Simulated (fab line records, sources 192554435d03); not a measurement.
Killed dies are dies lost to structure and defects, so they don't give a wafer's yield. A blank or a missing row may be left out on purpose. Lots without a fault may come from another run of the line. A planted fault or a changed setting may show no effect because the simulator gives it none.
Chamber matching | flow n5_finfet | N5_BEOL_M14_ETCH_68 on rie_diel-06: 4 sister chambers
The step etches SOC in N2/H2, time 450 s. 4 wafers are shown with their chamber, then 8 later ones without.

WAFERS WITH THEIR CHAMBER
wafer  | chamber | drypump_motor_current_A (A)
L078.4 | 0       | 4.8
L081.3 | 2       | 5.8
L081.4 | 1       | 6.3
L088.1 | 3       | 5.7

WAFERS WITHOUT THEIR CHAMBER
wafer  | drypump_motor_current_A (A)
L088.4 | 4.8
L088.6 | 5.7
L093.1 | 6.2
L093.3 | 5.7
L093.4 | 4.8
L091.2 | 5.7
L091.5 | 5.7
L091.6 | 5.8

WHICH CHAMBER EACH WENT THROUGH
wafer  | from the rows above | in truth
L088.4 | 0                   | 0
L088.6 | 3                   | 3
L093.1 | 1                   | 1
L093.3 | 3                   | 3
L093.4 | 0                   | 0
L091.2 | 3                   | 3
L091.5 | 3                   | 3
L091.6 | 2                   | 2
Placed correctly: 8 of 8. Can't be placed from these rows: 0. Placed wrongly: 0.
How it was worked out, from the rows above alone: a wafer's distance from a chamber is the root of the sum, over the readings, of the square of ((its reading less the chamber's mean) divided by the reading's scatter). The wafer belongs to the nearest chamber; if the next one is less than 2 further off, it can't be placed. A chamber's mean is the mean of its shown wafers. The scatter: with one shown wafer a chamber, the root of the mean of the squares of how far each hidden wafer lies from its nearest shown one.
